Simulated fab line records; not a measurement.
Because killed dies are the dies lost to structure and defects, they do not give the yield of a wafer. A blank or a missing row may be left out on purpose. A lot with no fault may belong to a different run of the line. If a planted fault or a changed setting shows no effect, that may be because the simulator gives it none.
Which tool did it? | flow nandHarc | 12 lots, 36 wafers sampled, at 5 steps of a route of 1302

WHAT THE GAUGES READ, wafer by wafer
NHARC_A_CHANNEL_HOLE_D1_CD_MEAS_30.
lot  | measured     | on       | cdNm (nm)
L889 | day 8 21:49  | cdSem-01 | 91.3 89.7 92.6
L890 | day 9 00:31  | cdSem-02 | 89.7 92.9 91.9
L895 | day 11 13:08 | cdSem-01 | 92.4 92.8 90.3
L898 | day 12 10:46 | cdSem-01 | 93.2 91.7 91.0
L903 | day 14 20:43 | cdSem-02 | 90.6 94.4 89.4
L902 | day 15 01:37 | cdSem-03 | 89.5 90.0 89.5
L905 | day 15 09:17 | cdSem-01 | 91.2 90.8 92.0
L906 | day 15 20:41 | cdSem-02 | 92.9 92.3 91.4
L907 | day 16 07:56 | cdSem-02 | 90.0 89.8 89.6
L908 | day 17 16:20 | cdSem-02 | 86.9 90.2 90.9
L910 | day 17 19:52 | cdSem-01 | 89.5 88.7 89.5
L911 | day 18 08:01 | cdSem-03 | 95.1 91.5 92.1

NHARC_END_SORT_01.
lot  | measured     | on        | killedAtArray | killedAtOther | killedAtPeriphery | killedDies | killedOpen | killedShort
L902 | day 30 15:31 | prober-02 | 67 40 56      | 1 0 0         | 4 5 5             | 72 45 61   | 4 3 2      | 1 2 2
L906 | day 32 01:02 | prober-02 | 52 43 24      | 0 0 1         | 7 4 4             | 59 47 29   | 3 4 0      | 4 2 2
L907 | day 33 04:34 | prober-01 | 25 23 32      | 1 1 3         | 3 6 4             | 29 30 39   | 2 3 4      | 1 3 4
L908 | day 32 22:50 | prober-02 | 63 51 61      | 3 1 1         | 1 5 2             | 67 57 64   | 2 4 5      | 0 3 2

EACH LOT AND THE TOOL THAT RAN IT (in order: tool; ch and the chambers of the sampled wafers; start)
lot  | NHARC_A_CHANNEL_HOLE_D1_ETCH_23 | NHARC_A_CHANNEL_HOLE_D1_ETCH_25 | NHARC_A_CHANNEL_FILL_D1_ALD_16
L889 | harEtch-02 ch 0,1, day 8 17:44  | harEtch-02 ch 0,1, day 8 19:11  | aldHk-02 ch 1,2, day 9 10:21
L890 | harEtch-01 ch 0,1, day 8 20:26  | harEtch-01 ch 0,1, day 8 21:54  | aldHk-03 ch 0,3, day 9 10:21
L895 | harEtch-02 ch 0,1, day 11 08:53 | harEtch-02 ch 0,1, day 11 10:20 | aldHk-03 ch 0,1,3, day 12 02:24
L898 | harEtch-01 ch 0,1, day 12 06:40 | harEtch-01 ch 0,1, day 12 08:08 | aldHk-03 ch 0,1,3, day 13 00:56
L903 | harEtch-01 ch 0,1, day 14 16:51 | harEtch-01 ch 0,1, day 14 18:23 | aldHk-02 ch 0,1,3, day 15 09:26
L902 | harEtch-02 ch 0,1, day 14 21:23 | harEtch-02 ch 0,1, day 14 22:51 | aldHk-02 ch 1,2, day 15 14:26
L905 | harEtch-01 ch 0,1, day 15 05:12 | harEtch-01 ch 0,1, day 15 06:40 | aldHk-01 ch 0,1,3, day 15 22:19
L906 | harEtch-02 ch 0,1, day 15 16:43 | harEtch-02 ch 0,1, day 15 18:12 | aldHk-03 ch 0,1,3, day 16 12:16
L907 | harEtch-01 ch 0,1, day 16 04:12 | harEtch-01 ch 0,1, day 16 05:45 | aldHk-01 ch 0,3, day 16 20:31
L908 | harEtch-01 ch 0, day 17 12:14   | harEtch-01 ch 0, day 17 13:45   | aldHk-02 ch 0,1, day 18 04:16
L910 | harEtch-02 ch 0,1, day 17 15:48 | harEtch-02 ch 0,1, day 17 17:16 | aldHk-02 ch 0,2,3, day 18 08:29
L911 | harEtch-02 ch 0,1, day 18 04:10 | harEtch-02 ch 0,1, day 18 05:41 | aldHk-01 ch 0,3, day 18 20:34
- NHARC_A_CHANNEL_HOLE_D1_ETCH_23: etches the open film in C4F8/O2/Ar, time 819 s, target depth 1600 nm.
- NHARC_A_CHANNEL_HOLE_D1_ETCH_25: etches the open film in C4F8/O2/Ar, time 1040.2 s, target depth 1500 nm.
- NHARC_A_CHANNEL_FILL_D1_ALD_16: deposits SiO2, target thk 1.5 nm, pulse time 10 s, ald cycles 15.

WHAT THE TOOLS THEMSELVES READ (means of the sampled wafers that have a number; where no wafer has one, the mark that the record gives instead)
NHARC_A_CHANNEL_HOLE_D1_ETCH_23.
lot  | tool       | drypumpMotorCurrentA (A) | o2FlowSccm (sccm) | showerheadPlenumPTorr (Torr) | throttleValvePct (%)
L889 | harEtch-02 | 5.95                     | 35.65             | 3.49                         | 32.159
L890 | harEtch-01 | 5.65                     | 35.62             | 3.68                         | 32.158
L895 | harEtch-02 | 5.77                     | 35.79             | 3.48                         | 32.153
L898 | harEtch-01 | 5.66                     | 35.67             | 3.65                         | 32.154
L903 | harEtch-01 | 5.67                     | 35.74             | 3.59                         | 32.154
L902 | harEtch-02 | 5.95                     | 35.74             | 3.45                         | 32.148
L905 | harEtch-01 | 5.67                     | 35.70             | 3.58                         | 32.156
L906 | harEtch-02 | 5.96                     | 35.79             | 3.45                         | 32.159
L907 | harEtch-01 | 5.65                     | 35.67             | 3.63                         | 32.158
L908 | harEtch-01 | 5.61                     | 35.80             | 3.66                         | 32.160
L910 | harEtch-02 | 5.77                     | 35.66             | 3.93                         | 32.156
L911 | harEtch-02 | 5.78                     | 35.80             | 3.92                         | 32.166

NHARC_A_CHANNEL_HOLE_D1_ETCH_25.
lot  | tool       | drypumpMotorCurrentA (A) | o2FlowSccm (sccm) | showerheadPlenumPTorr (Torr) | throttleValvePct (%)
L889 | harEtch-02 | 5.96                     | 31.19             | 3.49                         | 32.231
L890 | harEtch-01 | 5.64                     | 31.21             | 3.67                         | 32.246
L895 | harEtch-02 | 5.78                     | 31.16             | 3.48                         | 32.230
L898 | harEtch-01 | 5.65                     | 31.23             | 3.65                         | 32.231
L903 | harEtch-01 | 5.68                     | 31.33             | 3.58                         | 32.246
L902 | harEtch-02 | 5.95                     | 31.25             | 3.45                         | 32.234
L905 | harEtch-01 | 5.67                     | 31.26             | 3.58                         | 32.240
L906 | harEtch-02 | 5.93                     | 31.18             | 3.45                         | 32.237
L907 | harEtch-01 | 5.64                     | 31.17             | 3.62                         | 32.238
L908 | harEtch-01 | 5.61                     | 31.35             | 3.66                         | 32.237
L910 | harEtch-02 | 5.78                     | 31.17             | 3.92                         | 32.237
L911 | harEtch-02 | 5.77                     | 31.05             | 3.92                         | 32.240

NHARC_A_CHANNEL_FILL_D1_ALD_16.
lot  | tool     | heaterPowerW (W) | precursorPulseHeightRel
L889 | aldHk-02 | 430              | 1.000
L890 | aldHk-03 | 477              | 1.012
L895 | aldHk-03 | 470              | 0.994
L898 | aldHk-03 | 466              | 1.015
L903 | aldHk-02 | 427              | 1.006
L902 | aldHk-02 | 423              | 0.998
L905 | aldHk-01 | 457              | 0.990
L906 | aldHk-03 | 470              | 0.999
L907 | aldHk-01 | 516              | 0.984
L908 | aldHk-02 | 422              | 0.988
L910 | aldHk-02 | 417              | 1.000
L911 | aldHk-01 | 460              | 1.007

THE ANSWER, worked out from the rows above alone
Rule: what is usual is taken from the lots themselves. The widest of any qualifying gaps counts: lots, ordered by their means at a reading, are off when they make up no more than a third of the lots, leave a main group of 4 or more, and stand apart from it by 3 or more times the standard deviation of that group's means. If all means in a main group match to the digits the tables above print for the reading, that group is not used. Also off: a lot with no number at a reading for which 4 or more lots have one. All remaining lots with rows at the step are treated as sound. The gauges are gone through in route order, then the tools' own readings, and for those a lot's mean is taken as printed above. At the first step where some lot is off, the reading lying furthest off is the one used; lots without a number count as furthest.
Across all readings shown, no lot is off: no conclusion can be drawn from this.

WHAT THE SIMULATOR PUT IN
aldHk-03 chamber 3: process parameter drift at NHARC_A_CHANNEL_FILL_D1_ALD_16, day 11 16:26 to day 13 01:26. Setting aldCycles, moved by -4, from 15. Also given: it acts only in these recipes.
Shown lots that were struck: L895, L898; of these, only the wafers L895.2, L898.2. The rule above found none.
